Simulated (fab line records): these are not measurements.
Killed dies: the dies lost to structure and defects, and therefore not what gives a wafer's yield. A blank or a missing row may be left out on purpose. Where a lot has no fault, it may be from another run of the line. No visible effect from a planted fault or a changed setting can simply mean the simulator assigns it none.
Lot-split experiment || flow n5 finfet || route with 1938 steps; 7 lots, 39 wafers read

THE SPLIT ITSELF
At N5_FIN_SAQP_ETCH_52 (etches SOC in N2/H2, target depth 100 nm, overetch 20 nm, time 150 s), the setting source w was moved away from the recipe's 840 W on 12 of the 39 wafers read, by -17.9% to +15.4%. All remaining wafers had this setting at the recipe value.

Reading taken at the split's own step.

THE READING
rf vpp V, in V, at N5_FIN_SAQP_ETCH_52 (etches SOC in N2/H2, target depth 100 nm, overetch 20 nm, time 150 s). On this fab line, fault-free wafers typically give 525.0 V with a standard deviation of 1.8 V.

{"wafer": "L075.1", "tool, chamber at the split": "rie diel-02, 2", "source w as run, W": 840, "against the recipe": "recipe", "rf vpp V, V": 525.2, "against lot-mates on the recipe": "-"}
{"wafer": "L075.2", "tool, chamber at the split": "rie diel-02, 1", "source w as run, W": 840, "against the recipe": "recipe", "rf vpp V, V": 527.3, "against lot-mates on the recipe": "-"}
{"wafer": "L075.4", "tool, chamber at the split": "rie diel-02, 1", "source w as run, W": 840, "against the recipe": "recipe", "rf vpp V, V": 525.5, "against lot-mates on the recipe": "-"}
{"wafer": "L085.1", "tool, chamber at the split": "rie diel-01, 1", "source w as run, W": 840, "against the recipe": "recipe", "rf vpp V, V": 526.0, "against lot-mates on the recipe": "-"}
{"wafer": "L085.2", "tool, chamber at the split": "rie diel-01, 2", "source w as run, W": 840, "against the recipe": "recipe", "rf vpp V, V": 527.5, "against lot-mates on the recipe": "-"}
{"wafer": "L085.3", "tool, chamber at the split": "rie diel-01, 0", "source w as run, W": 969.5, "against the recipe": "+15.4%", "rf vpp V, V": 496.4, "against lot-mates on the recipe": -30.6}
{"wafer": "L085.4", "tool, chamber at the split": "rie diel-01, 3", "source w as run, W": 969.5, "against the recipe": "+15.4%", "rf vpp V, V": 500.4, "against lot-mates on the recipe": -26.6}
{"wafer": "L085.5", "tool, chamber at the split": "rie diel-01, 2", "source w as run, W": 969.5, "against the recipe": "+15.4%", "rf vpp V, V": 501.2, "against lot-mates on the recipe": -25.8}
{"wafer": "L085.6", "tool, chamber at the split": "rie diel-01, 1", "source w as run, W": 840, "against the recipe": "recipe", "rf vpp V, V": 527.5, "against lot-mates on the recipe": "-"}
{"wafer": "L088.1", "tool, chamber at the split": "rie diel-02, 2", "source w as run, W": 840, "against the recipe": "recipe", "rf vpp V, V": 524.4, "against lot-mates on the recipe": "-"}
{"wafer": "L088.2", "tool, chamber at the split": "rie diel-02, 0", "source w as run, W": 840, "against the recipe": "recipe", "rf vpp V, V": 524.1, "against lot-mates on the recipe": "-"}
{"wafer": "L088.3", "tool, chamber at the split": "rie diel-02, 1", "source w as run, W": 840, "against the recipe": "recipe", "rf vpp V, V": 526.1, "against lot-mates on the recipe": "-"}
{"wafer": "L088.4", "tool, chamber at the split": "rie diel-02, 3", "source w as run, W": 840, "against the recipe": "recipe", "rf vpp V, V": 525.5, "against lot-mates on the recipe": "-"}
{"wafer": "L088.5", "tool, chamber at the split": "rie diel-02, 3", "source w as run, W": 840, "against the recipe": "recipe", "rf vpp V, V": 526.9, "against lot-mates on the recipe": "-"}
{"wafer": "L088.6", "tool, chamber at the split": "rie diel-02, 0", "source w as run, W": 840, "against the recipe": "recipe", "rf vpp V, V": 524.0, "against lot-mates on the recipe": "-"}
{"wafer": "L090.1", "tool, chamber at the split": "rie diel-02, 2", "source w as run, W": 840, "against the recipe": "recipe", "rf vpp V, V": 524.6, "against lot-mates on the recipe": "-"}
{"wafer": "L090.2", "tool, chamber at the split": "rie diel-02, 0", "source w as run, W": 689.3, "against the recipe": "-17.9%", "rf vpp V, V": 559.5, "against lot-mates on the recipe": "+34.6"}
{"wafer": "L090.3", "tool, chamber at the split": "rie diel-02, 1", "source w as run, W": 689.3, "against the recipe": "-17.9%", "rf vpp V, V": 561.8, "against lot-mates on the recipe": "+36.9"}
{"wafer": "L090.4", "tool, chamber at the split": "rie diel-02, 3", "source w as run, W": 689.3, "against the recipe": "-17.9%", "rf vpp V, V": 562.1, "against lot-mates on the recipe": "+37.2"}
{"wafer": "L090.5", "tool, chamber at the split": "rie diel-02, 0", "source w as run, W": 840, "against the recipe": "recipe", "rf vpp V, V": 524.3, "against lot-mates on the recipe": "-"}
{"wafer": "L090.6", "tool, chamber at the split": "rie diel-02, 3", "source w as run, W": 840, "against the recipe": "recipe", "rf vpp V, V": 525.8, "against lot-mates on the recipe": "-"}
{"wafer": "L092.1", "tool, chamber at the split": "rie diel-02, 0", "source w as run, W": 840, "against the recipe": "recipe", "rf vpp V, V": 523.8, "against lot-mates on the recipe": "-"}
{"wafer": "L092.2", "tool, chamber at the split": "rie diel-02, 1", "source w as run, W": 840, "against the recipe": "recipe", "rf vpp V, V": 524.8, "against lot-mates on the recipe": "-"}
{"wafer": "L092.3", "tool, chamber at the split": "rie diel-02, 3", "source w as run, W": 840, "against the recipe": "recipe", "rf vpp V, V": 525.6, "against lot-mates on the recipe": "-"}
{"wafer": "L092.4", "tool, chamber at the split": "rie diel-02, 2", "source w as run, W": 840, "against the recipe": "recipe", "rf vpp V, V": 524.5, "against lot-mates on the recipe": "-"}
{"wafer": "L092.5", "tool, chamber at the split": "rie diel-02, 2", "source w as run, W": 840, "against the recipe": "recipe", "rf vpp V, V": 525.4, "against lot-mates on the recipe": "-"}
{"wafer": "L092.6", "tool, chamber at the split": "rie diel-02, 1", "source w as run, W": 840, "against the recipe": "recipe", "rf vpp V, V": 525.5, "against lot-mates on the recipe": "-"}
{"wafer": "L094.1", "tool, chamber at the split": "rie diel-04, 3", "source w as run, W": 748.6, "against the recipe": "-10.9%", "rf vpp V, V": 542.7, "against lot-mates on the recipe": "+17.4"}
{"wafer": "L094.2", "tool, chamber at the split": "rie diel-04, 1", "source w as run, W": 748.6, "against the recipe": "-10.9%", "rf vpp V, V": 541.6, "against lot-mates on the recipe": "+16.3"}
{"wafer": "L094.3", "tool, chamber at the split": "rie diel-04, 2", "source w as run, W": 748.6, "against the recipe": "-10.9%", "rf vpp V, V": 545.8, "against lot-mates on the recipe": "+20.5"}
{"wafer": "L094.4", "tool, chamber at the split": "rie diel-04, 0", "source w as run, W": 840, "against the recipe": "recipe", "rf vpp V, V": 526.7, "against lot-mates on the recipe": "-"}
{"wafer": "L094.5", "tool, chamber at the split": "rie diel-04, 0", "source w as run, W": 840, "against the recipe": "recipe", "rf vpp V, V": 526.4, "against lot-mates on the recipe": "-"}
{"wafer": "L094.6", "tool, chamber at the split": "rie diel-04, 3", "source w as run, W": 840, "against the recipe": "recipe", "rf vpp V, V": 522.9, "against lot-mates on the recipe": "-"}
{"wafer": "L095.1", "tool, chamber at the split": "rie diel-02, 3", "source w as run, W": 840, "against the recipe": "recipe", "rf vpp V, V": 525.8, "against lot-mates on the recipe": "-"}
{"wafer": "L095.2", "tool, chamber at the split": "rie diel-02, 0", "source w as run, W": 782.2, "against the recipe": "-6.9%", "rf vpp V, V": 536.1, "against lot-mates on the recipe": "+11.0"}
{"wafer": "L095.3", "tool, chamber at the split": "rie diel-02, 1", "source w as run, W": 840, "against the recipe": "recipe", "rf vpp V, V": 525.4, "against lot-mates on the recipe": "-"}
{"wafer": "L095.4", "tool, chamber at the split": "rie diel-02, 2", "source w as run, W": 840, "against the recipe": "recipe", "rf vpp V, V": 524.2, "against lot-mates on the recipe": "-"}
{"wafer": "L095.5", "tool, chamber at the split": "rie diel-02, 1", "source w as run, W": 782.2, "against the recipe": "-6.9%", "rf vpp V, V": 537.9, "against lot-mates on the recipe": "+12.8"}
{"wafer": "L095.6", "tool, chamber at the split": "rie diel-02, 0", "source w as run, W": 782.2, "against the recipe": "-6.9%", "rf vpp V, V": 538.4, "against lot-mates on the recipe": "+13.3"}

THE FIT
A straight line over all 39 wafers: rf vpp V changes by -1.82 V for each +1% of source w; r = -0.99; the points scatter about the line by 1.8 V.
The same after taking each lot's own level away (the mean of its wafers on the recipe; 39 wafers): -1.87 V for each +1%; r = -0.99; scatter 1.6 V.
According to that fit, moving source w by its largest amount changes the reading by 34 V.
The lots' own levels span 524.90 to 527.00 V, that is 1.2 times the standard deviation above.
So the lot-to-lot level changes the slope little: the two slopes agree.
Check: for one of the wafers moved furthest among these (-17.9%), held out of the fit, the line's prediction against its lot-mates is +33.4 V. It came out at +34.6 V against them.
Tool readings at the split's step, against how far the setting was moved: rf vpp V r = -0.99.

THE FILE'S OWN FIT
rf vpp V changes by -1.87 V for each +1% of source w, r = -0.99.
